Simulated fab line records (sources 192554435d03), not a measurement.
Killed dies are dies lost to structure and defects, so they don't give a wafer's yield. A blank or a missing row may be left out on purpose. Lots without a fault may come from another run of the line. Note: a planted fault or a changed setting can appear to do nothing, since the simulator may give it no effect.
fab line records ; flow n5_finfet
record lots=7; wafers=39
route steps=1938 shown BEOL_M2@841 BEOL_M4@1070 BEOL_M6@1240
start_h: hours from the record's first day to the start of the lot's first wafer shown ; wait_h: hours since the lot's step before ; " repeats the value in the row above ; L1.1+2: one row covering several wafers at once ; - no value present, or no start provided ; * or withheld: withheld ; < > ~ a bound
route shown NAME@n: a module of which the file shows steps, and the number in the route of the first ; usual: mean/standard deviation taken from wafers without a fault ; same: alike in all rows ; chamber/n: place in a boat ; sites: readings site by site ; _std_site: standard deviation of those values ; _edge_site: outer sites' mean less inner sites' ; radius_mm: how far each site lies from the wafer's centre ; mask NAME#n: copy n ; behind: the most recent tool/chamber to have shaped the wafer ; hold: the reason the lot was held/the length of the hold in hours/how it ended ; device: the n, p or np transistor that did not switch ; end of line: tests of these same wafers at the route's end ; a step given without rows: its recipe and nothing more ; killed: count of dies lost to structure and defects at first sort (not the wafer's yield) ; map: per-die view of a wafer (x killed, . not killed, _ where there is no die)
set.NAME: the setting that was run; set.NAME@STEP: the one run at that earlier step ; model.NAME: the simulator's own value behind a step, which no gauge read
one table per step and one row per wafer, for lots whose settings were changed on purpose
## steps
# step N5_BEOL_M2_ILD_DEP_00
# recipe material=SiOC; target_thk_a=790; temp_c=350; precursor=DEMS/O2; pressure_torr=5; rf_w=500; time_s=15.3
lot.wafer;tool;chamber;start_h;wait_h;set.target_thk_a;model.SiOC_of_BEOL_M2_ILD_DEP_00.thk_nm
L079.1;pecvd-01;0;159.21;0.0;480.9;45.4
L079.2;pecvd-01;2;159.21;0.0;790;79.8
L079.3;pecvd-01;1;159.21;0.0;480.9;47.6
L079.4;pecvd-01;2;159.21;0.0;790;80.4
L079.5;pecvd-01;1;159.21;0.0;790;78.6
L079.6;pecvd-01;0;159.21;0.0;480.9;46.6
L083.1;pecvd-02;1;187.78;0.0;438.5;43.6
L083.2;pecvd-02;2;187.78;0.0;438.5;42.2
L083.3;pecvd-02;0;187.78;0.0;438.5;44.2
L083.4;pecvd-02;1;187.78;0.0;790;79.4
L083.5;pecvd-02;0;187.78;0.0;790;79.6
L083.6;pecvd-02;2;187.78;0.0;790;77.6
L085.1;pecvd-01;2;195.93;0.0;790;81
L085.2;pecvd-01;1;195.93;0.0;1162;115.6
L085.3;pecvd-01;0;195.93;0.0;790;78
L085.4;pecvd-01;1;195.93;0.0;790;80.8
L085.5;pecvd-01;2;195.93;0.0;1162;119
L085.6;pecvd-01;0;195.93;0.0;1162;117.4
L089.1;pecvd-04;0;220.44;0.0;790;76.8
L089.2+6;pecvd-04;2,0;220.44;0.0;790;78
L089.3+5;pecvd-04;0,2;220.44;0.0;790;78.6
L089.4;pecvd-04;2;220.44;0.0;790;79
L095.1+6;pecvd-01;1;249.23;0.0;790;78.8
L095.2;pecvd-01;2;249.23;0.0;790;79.8
L095.3;pecvd-01;0;249.23;0.0;790;76.8
L095.4;pecvd-01;2;249.23;0.0;790;81
L095.5;pecvd-01;0;249.23;0.0;790;78.4
L094.1;pecvd-04;1;250.84;0.0;790;78.4
L094.2;pecvd-04;0;250.84;0.0;790;77.8
L094.3;pecvd-04;2;250.84;0.0;1047;104
L094.4;pecvd-04;1;250.84;0.0;790;79.2
L094.5;pecvd-04;0;250.84;0.0;1047;104.4
L094.6;pecvd-04;2;250.84;0.0;1047;105.6
L096.1;pecvd-04;2;266.78;0.0;790;78.2
L096.5;pecvd-04;0;266.78;0.0;790;78
L096.6;pecvd-04;2;266.78;0.0;790;78.6
# step N5_BEOL_M2_THK_MEAS_01
# recipe reads=SiOC_of_BEOL_M2_ILD_DEP_00
# usual M2_ILD_THK=78.8/1.3
lot.wafer;tool;chamber;start_h;wait_h;set.target_thk_a@BEOL_M2_ILD_DEP_00;M2_ILD_THK[nm]
L079.1;film_metro-01;-;159.28;0.0;480.9;45.3
L079.2;film_metro-01;-;159.28;0.0;790;79.8
L079.3;film_metro-01;-;159.28;0.0;480.9;47.6
L079.4;film_metro-01;-;159.28;0.0;790;80.5
L079.5;film_metro-01;-;159.28;0.0;790;78.6
L079.6;film_metro-01;-;159.28;0.0;480.9;46.7
L083.1;film_metro-01;-;187.85;0.0;438.5;43.6
L083.2;film_metro-01;-;187.85;0.0;438.5;42.1
L083.3;film_metro-01;-;187.85;0.0;438.5;44.2
L083.4;film_metro-01;-;187.85;0.0;790;79.4
L083.5;film_metro-01;-;187.85;0.0;790;79.6
L083.6;film_metro-01;-;187.85;0.0;790;77.6
L085.1;film_metro-01;-;196.00;0.0;790;81.0
L085.2;film_metro-01;-;196.00;0.0;1162;115.6
L085.3;film_metro-01;-;196.00;0.0;790;77.9
L085.4;film_metro-01;-;196.00;0.0;790;81.0
L085.5;film_metro-01;-;196.00;0.0;1162;119.1
L085.6;film_metro-01;-;196.00;0.0;1162;117.5
L089.1;film_metro-01;-;220.52;0.1;790;76.7
L089.2;film_metro-01;-;220.52;0.1;790;78.0
L089.3;film_metro-01;-;220.52;0.1;790;78.6
L089.4;film_metro-01;-;220.52;0.1;790;79.0
L089.5;film_metro-01;-;220.52;0.1;790;78.6
L089.6;film_metro-01;-;220.52;0.1;790;78.1
L095.1;film_metro-02;-;249.29;0.0;790;78.9
L095.2;film_metro-02;-;249.29;0.0;790;79.9
L095.3;film_metro-02;-;249.29;0.0;790;76.9
L095.4;film_metro-02;-;249.29;0.0;790;81.0
L095.5;film_metro-02;-;249.29;0.0;790;78.3
L095.6;film_metro-02;-;249.29;0.0;790;78.7
L094.1;film_metro-01;-;250.91;0.0;790;78.4
L094.2;film_metro-01;-;250.91;0.0;790;77.9
L094.3;film_metro-01;-;250.91;0.0;1047;104.1
L094.4;film_metro-01;-;250.91;0.0;790;79.2
L094.5;film_metro-01;-;250.91;0.0;1047;104.4
L094.6;film_metro-01;-;250.91;0.0;1047;105.6
L096.1;film_metro-01;-;266.85;0.0;790;78.2
L096.5;film_metro-01;-;266.85;0.0;790;77.9
L096.6;film_metro-01;-;266.85;0.0;790;78.6
# step N5_BEOL_M4_TRENCH_ETCH_37
# recipe chemistry=C4F6/O2; target_depth_a=555.55; target=SiOC; time_s=29.2; ion_energy_ev=250; pressure_mtorr=30; source_w=355; bias_w=185; Ar_flow_sccm=300; C4F6_flow_sccm=10; O2_flow_sccm=10
lot.wafer;tool;chamber;start_h;wait_h;set.target_depth_a;model.etch.depth_nm;model.BEOL_M4.feature_depth_nm;model.TiN_of_BEOL_M4_HM_DEP_02.thk_nm
L079.1;rie_diel-01;2;-;-;351.1;33.68;33.6;18.4
L079.2;rie_diel-01;0;-;-;351.1;36.2;36.2;18
L079.3;rie_diel-01;1;-;-;555.55;55.31;55.4;17.2
L079.4;rie_diel-01;3;-;-;351.1;34.84;34.8;18.4
L079.5;rie_diel-01;0;-;-;555.55;57.2;57.2;17.2
L079.6;rie_diel-01;3;-;-;555.55;55.52;55.6;17.4
L083.1;rie_diel-04;2;-;-;555.55;56.42;56.4;17.6
L083.2;rie_diel-04;3;-;-;555.55;53.96;54;17.8
L083.3;rie_diel-04;0;-;-;555.55;57.16;57.2;17.6
L083.4;rie_diel-04;2;-;-;555.55;55.8;55.8;17.6
L083.5;rie_diel-04;3;-;-;555.55;54.5;54.4;17.8
L083.6;rie_diel-04;0;-;-;555.55;57.01;57;17.6
L085.1;rie_diel-04;3;-;-;751.5;72.71;72.8;17
L085.2;rie_diel-04;2;-;-;555.55;55.79;55.8;17.6
L085.3;rie_diel-04;1;-;-;555.55;53.24;53.2;17.4
L085.4;rie_diel-04;0;-;-;555.55;57.06;57;17.6
L085.5;rie_diel-04;2;-;-;751.5;75.6;75.6;16.8
L085.6;rie_diel-04;1;-;-;751.5;71.94;72;16.8
L089.1;rie_diel-04;0;-;-;555.55;57.51;57.6;17.6
L089.2;rie_diel-04;3;-;-;555.55;54.94;55;17.8
L089.3;rie_diel-04;1;-;-;555.55;54.81;54.8;17.4
L089.4;rie_diel-04;2;-;-;555.55;56.77;56.8;17.4
L089.5;rie_diel-04;1;-;-;555.55;54.54;54.6;17.6
L089.6;rie_diel-04;0;-;-;555.55;57.15;57.2;17.4
L095.1;rie_diel-04;1;-;-;555.55;54.33;54.4;17.6
L095.2;rie_diel-04;2;-;-;406;40.92;41;18.2
L095.3;rie_diel-04;3;-;-;406;39.85;39.8;18
L095.4;rie_diel-04;1;-;-;406;39.81;39.8;18.2
L095.5;rie_diel-04;3;-;-;555.55;53.96;54;17.6
L095.6;rie_diel-04;2;-;-;555.55;55.98;56;17.6
L094.1;rie_diel-06;1;-;-;555.55;59.3;59.2;17.4
L094.2;rie_diel-06;0;-;-;555.55;53.8;53.8;17.6
L094.3;rie_diel-06;2;-;-;365.2;37.55;37.6;18.4
L094.4;rie_diel-06;3;-;-;365.2;36.33;36.4;18.6
L094.5;rie_diel-06;2;-;-;555.55;57.36;57.4;17.6
L094.6;rie_diel-06;1;-;-;365.2;38.62;38.6;18.2
L096.1;rie_diel-06;3;-;-;555.55;55.06;55;17.6
L096.5;rie_diel-06;3;-;-;555.55;55.56;55.6;17.6
L096.6;rie_diel-06;0;-;-;555.55;54.92;55;17.6
# step N5_BEOL_M4_ETCH_41
# recipe chemistry=CH3F/O2; target=SiCN; target_depth_a=299; taper_deg=2; time_s=52.5; ion_energy_ev=120; mask_material=TiN; pressure_mtorr=30; source_w=395; bias_w=75; Ar_flow_sccm=150; CH3F_flow_sccm=30; O2_flow_sccm=20
# step N5_BEOL_M4_STRIP_97
# recipe chemistry=N2/H2; time_s=10; power_w=450; temp_c=40; pressure_mtorr=20; rf_frequency_hz=6e+07; bias_power_w=7; n2_flow_sccm=200; h2_flow_sccm=200
# step N5_BEOL_M4_OCD_MEAS_38
# usual trench_depth_nm=55.6/1.5
lot.wafer;tool;chamber;start_h;wait_h;set.target_depth_a@BEOL_M4_TRENCH_ETCH_37;trench_depth_nm
L079.1;ocd-01;-;191.25;-;351.1;33.1
L079.2;ocd-01;-;191.25;-;351.1;36.6
L079.3;ocd-01;-;191.25;-;555.55;55.2
L079.4;ocd-01;-;191.25;-;351.1;35.2
L079.5;ocd-01;-;191.25;-;555.55;57.2
L079.6;ocd-01;-;191.25;-;555.55;55.8
L083.1;ocd-02;-;210.22;-;555.55;55.9
L083.2;ocd-02;-;210.22;-;555.55;53.4
L083.3;ocd-02;-;210.22;-;555.55;56.7
L083.4;ocd-02;-;210.22;-;555.55;55.3
L083.5;ocd-02;-;210.22;-;555.55;54.3
L083.6;ocd-02;-;210.22;-;555.55;57.3
L085.1;ocd-02;-;226.06;-;751.5;72.5
L085.2;ocd-02;-;226.06;-;555.55;55.6
L085.3;ocd-02;-;226.06;-;555.55;53.6
L085.4;ocd-02;-;226.06;-;555.55;56.9
L085.5;ocd-02;-;226.06;-;751.5;75.7
L085.6;ocd-02;-;226.06;-;751.5;72.4
L089.1;ocd-01;-;259.28;-;555.55;57.6
L089.2;ocd-01;-;259.28;-;555.55;54.7
L089.3;ocd-01;-;259.28;-;555.55;54.5
L089.4;ocd-01;-;259.28;-;555.55;56.8
L089.5;ocd-01;-;259.28;-;555.55;54.3
L089.6;ocd-01;-;259.28;-;555.55;57.4
L095.1;ocd-02;-;286.09;-;555.55;54.3
L095.2;ocd-02;-;286.09;-;406;40.9
L095.3;ocd-02;-;286.09;-;406;39.9
L095.4;ocd-02;-;286.09;-;406;40.4
L095.5;ocd-02;-;286.09;-;555.55;54.2
L095.6;ocd-02;-;286.09;-;555.55;55.7
L094.1;ocd-01;-;289.80;-;555.55;58.7
L094.2;ocd-01;-;289.80;-;555.55;53.6
L094.3;ocd-01;-;289.80;-;365.2;37.4
L094.4;ocd-01;-;289.80;-;365.2;36.5
L094.5;ocd-01;-;289.80;-;555.55;57.6
L094.6;ocd-01;-;289.80;-;365.2;38.2
L096.1;ocd-02;-;302.15;-;555.55;54.7
L096.5;ocd-02;-;302.15;-;555.55;55.7
L096.6;ocd-02;-;302.15;-;555.55;55.0
# step N5_BEOL_M4_HM_STRIP_39
# recipe chemistry=peroxide_tin_strip; material=TiN; target_depth_a=250; temp_c=50; time_s=158
# step N5_BEOL_M4_SRD_40
# recipe time_s=30; temp_c=23; rinse_liquid=diw; dry=ipa_marangoni
# step N5_BEOL_M4_ECD_50
# recipe material=Cu; target_thk_a=3000
# step N5_BEOL_M4_ANNEAL_51
# recipe temp_c=225; time_s=90; ambient=N2
# step N5_BEOL_M4_CMP_52
# recipe stop_on=SiOC; t_overpolish_s=6.8; down_force_psi=1; platen_rpm=50; clearing_platen_down_force_psi=1.5; clearing_platen_rpm=50; post_cmp_clean=cu_alkaline; target_thk_nm=40; clearing_platen_pad_velocity_m_s=0.99484; pad_velocity_m_s=0.99484
lot.wafer;tool;chamber;start_h;wait_h;set.target_depth_a@BEOL_M4_TRENCH_ETCH_37;model.Cu_of_BEOL_M4_ECD_50.thk_nm
L079.3;cmp-02;1;194.57;0.2;555.55;42.8
L079.1;cmp-02;2;194.57;0.2;351.1;20.4
L079.2;cmp-02;3;194.57;0.2;351.1;20.8
L079.4;cmp-02;0;194.57;0.2;351.1;19.2
L079.6;cmp-02;1;194.57;0.2;555.55;43.8
L079.5;cmp-02;2;194.57;0.2;555.55;43.4
L083.4;cmp-01;0;215.21;0.1;555.55;39.8
L083.2;cmp-01;1;215.21;0.1;555.55;38.2
L083.1;cmp-01;2;215.21;0.1;555.55;40
L083.3;cmp-01;3;215.21;0.1;555.55;40.6
L083.5;cmp-01;0;215.21;0.1;555.55;38.4
L083.6;cmp-01;1;215.21;0.1;555.55;41.6
L085.4;cmp-01;2;229.89;0.1;555.55;41.4
L085.3;cmp-01;3;229.89;0.1;555.55;37.4
L085.1;cmp-01;0;229.89;0.1;751.5;56.8
L085.2;cmp-01;1;229.89;0.1;555.55;41.6
L085.5;cmp-01;2;229.89;0.1;751.5;60.8
L085.6;cmp-01;3;229.89;0.1;751.5;56.2
L089.3;cmp-01;3;263.50;0.2;555.55;38.8
L089.2;cmp-01;0;263.50;0.2;555.55;38.2
L089.1;cmp-01;1;263.50;0.2;555.55;43.2
L089.4;cmp-01;2;263.50;0.2;555.55;41.6
L089.5;cmp-01;3;263.50;0.2;555.55;39
L089.6;cmp-01;0;263.50;0.2;555.55;40.8
L095.1;cmp-04;0;289.56;0.3;555.55;39
L095.3;cmp-04;1;289.56;0.3;406;22.4
L095.2;cmp-04;2;289.56;0.3;406;25
L095.4;cmp-04;3;289.56;0.3;406;23.4
L095.6;cmp-04;0;289.56;0.3;555.55;39.6
L095.5;cmp-04;1;289.56;0.3;555.55;38.8
L094.3;cmp-04;2;292.97;0.2;365.2;21.2
L094.1;cmp-04;3;292.97;0.2;555.55;43.8
L094.2;cmp-04;0;292.97;0.2;555.55;38
L094.4;cmp-04;1;292.97;0.2;365.2;19.6
L094.6;cmp-04;2;292.97;0.2;365.2;22.6
L094.5;cmp-04;3;292.97;0.2;555.55;41
L096.1+6;cmp-04;3,0;305.76;0.4;555.55;37.2
L096.5;cmp-04;1;305.76;0.4;555.55;39.4
# step N5_BEOL_M4_THK_MEAS_53
# recipe thk_meas_gauge=xrf; reads=Cu_of_BEOL_M4_ECD_50
# usual M4_THK=40.6/2.1
lot.wafer;tool;chamber;start_h;wait_h;set.target_depth_a@BEOL_M4_TRENCH_ETCH_37;M4_THK[nm]
L079.1;film_metro-02;-;194.86;-;351.1;20.5
L079.2;film_metro-02;-;194.86;-;351.1;20.9
L079.3;film_metro-02;-;194.86;-;555.55;43.3
L079.4;film_metro-02;-;194.86;-;351.1;19.3
L079.5;film_metro-02;-;194.86;-;555.55;43.8
L079.6;film_metro-02;-;194.86;-;555.55;44.0
L083.1;film_metro-02;-;215.50;-;555.55;40.7
L083.2;film_metro-02;-;215.50;-;555.55;38.7
L083.3;film_metro-02;-;215.50;-;555.55;41.3
L083.4;film_metro-02;-;215.50;-;555.55;40.1
L083.5;film_metro-02;-;215.50;-;555.55;39.1
L083.6;film_metro-02;-;215.50;-;555.55;41.9
L085.1;film_metro-01;-;230.18;-;751.5;57.8
L085.2;film_metro-01;-;230.18;-;555.55;42.2
L085.3;film_metro-01;-;230.18;-;555.55;38.0
L085.4;film_metro-01;-;230.18;-;555.55;41.9
L085.5;film_metro-01;-;230.18;-;751.5;61.9
L085.6;film_metro-01;-;230.18;-;751.5;57.2
L089.1;film_metro-02;-;263.79;-;555.55;43.5
L089.2;film_metro-02;-;263.79;-;555.55;38.9
L089.3;film_metro-02;-;263.79;-;555.55;39.3
L089.4;film_metro-02;-;263.79;-;555.55;41.8
L089.5;film_metro-02;-;263.79;-;555.55;39.1
L089.6;film_metro-02;-;263.79;-;555.55;41.1
L095.1;film_metro-01;-;289.85;-;555.55;39.5
L095.2;film_metro-01;-;289.85;-;406;25.3
L095.3;film_metro-01;-;289.85;-;406;22.6
L095.4;film_metro-01;-;289.85;-;406;23.5
L095.5;film_metro-01;-;289.85;-;555.55;39.3
L095.6;film_metro-01;-;289.85;-;555.55;40.2
L094.1;film_metro-01;-;293.26;-;555.55;44.6
L094.2;film_metro-01;-;293.26;-;555.55;38.7
L094.3;film_metro-01;-;293.26;-;365.2;21.7
L094.4;film_metro-01;-;293.26;-;365.2;20.0
L094.5;film_metro-01;-;293.26;-;555.55;41.8
L094.6;film_metro-01;-;293.26;-;365.2;23.1
L096.1;film_metro-01;-;305.94;-;555.55;38.0
L096.5;film_metro-01;-;305.94;-;555.55;40.3
L096.6;film_metro-01;-;305.94;-;555.55;38.2
# step N5_BEOL_M6_ETCH_41
# recipe chemistry=CH3F/O2; target=SiCN; target_depth_a=297; taper_deg=2; time_s=52; ion_energy_ev=120; mask_material=TiN; pressure_mtorr=30; source_w=395; bias_w=75; Ar_flow_sccm=150; CH3F_flow_sccm=30; O2_flow_sccm=20
lot.wafer;tool;chamber;start_h;wait_h;set.time_s;model.etch.depth_nm
L079.1;rie_diel-01;1;-;-;52;19.59
L079.2;rie_diel-01;3;-;-;52;19.64
L079.3+6;rie_diel-01;0;-;-;52;20.28
L079.4;rie_diel-01;2;-;-;52;19.29
L079.5;rie_diel-01;1;-;-;52;19.71
L083.1;rie_diel-01;3;-;-;52;19.33
L083.2;rie_diel-01;1;-;-;61.05;22.84
L083.3;rie_diel-01;2;-;-;61.05;22.6
L083.4;rie_diel-01;0;-;-;61.05;23.6
L083.5;rie_diel-01;0;-;-;52;19.89
L083.6;rie_diel-01;1;-;-;52;19.35
L085.1;rie_diel-04;3;-;-;52;19.61
L085.2;rie_diel-04;2;-;-;52;20.08
L085.3;rie_diel-04;1;-;-;41.67;15.4
L085.4;rie_diel-04;2;-;-;41.67;15.97
L085.5;rie_diel-04;3;-;-;52;19.55
L085.6;rie_diel-04;1;-;-;41.67;15.38
L089.1;rie_diel-01;0;-;-;52;19.98
L089.2;rie_diel-01;3;-;-;52;19.51
L089.3;rie_diel-01;1;-;-;40.28;15.21
L089.4;rie_diel-01;2;-;-;40.28;14.79
L089.5;rie_diel-01;2;-;-;52;19.27
L089.6;rie_diel-01;3;-;-;40.28;15.01
L095.1;rie_diel-06;2;-;-;52;20.26
L095.2;rie_diel-06;0;-;-;52;19.26
L095.3;rie_diel-06;3;-;-;52;19.5
L095.4;rie_diel-06;1;-;-;52;20.75
L095.5;rie_diel-06;0;-;-;52;19.24
L095.6;rie_diel-06;3;-;-;52;19.35
L094.1;rie_diel-04;3;-;-;52;19.51
L094.2;rie_diel-04;0;-;-;69.49;27
L094.3;rie_diel-04;2;-;-;52;20.11
L094.4;rie_diel-04;2;-;-;69.49;26.52
L094.5;rie_diel-04;3;-;-;52;19.46
L094.6;rie_diel-04;0;-;-;69.49;26.96
L096.1;rie_diel-06;3;-;-;52;19.28
L096.5;rie_diel-06;3;-;-;52;19.14
L096.6;rie_diel-06;0;-;-;52;19.15
## key
split step=N5_BEOL_M2_ILD_DEP_00; setting=target_thk_a; stated=790; by=wafer
response step=N5_BEOL_M2_ILD_DEP_00; reading=model.SiOC_of_BEOL_M2_ILD_DEP_00.thk_nm; change=+0.809; per=1%; r=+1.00
response step=N5_BEOL_M2_THK_MEAS_01; reading=M2_ILD_THK; change=+0.809; per=1%; r=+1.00
split step=N5_BEOL_M4_TRENCH_ETCH_37; setting=target_depth_a; stated=555.55; by=wafer
response step=N5_BEOL_M4_TRENCH_ETCH_37; reading=model.etch.depth_nm; change=+0.549; per=1%; r=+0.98
response step=N5_BEOL_M4_TRENCH_ETCH_37; reading=model.BEOL_M4.feature_depth_nm; change=+0.55; per=1%; r=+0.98
response step=N5_BEOL_M4_TRENCH_ETCH_37; reading=model.TiN_of_BEOL_M4_HM_DEP_02.thk_nm; change=-0.0232; per=1%; r=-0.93
response step=N5_BEOL_M4_OCD_MEAS_38; reading=trench_depth_nm; change=+0.548; per=1%; r=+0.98
response step=N5_BEOL_M4_CMP_52; reading=model.Cu_of_BEOL_M4_ECD_50.thk_nm; change=+0.573; per=1%; r=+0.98
response step=N5_BEOL_M4_THK_MEAS_53; reading=M4_THK; change=+0.583; per=1%; r=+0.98
split step=N5_BEOL_M6_ETCH_41; setting=time_s; stated=52; by=wafer
response step=N5_BEOL_M6_ETCH_41; reading=model.etch.depth_nm; change=+0.208; per=1%; r=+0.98
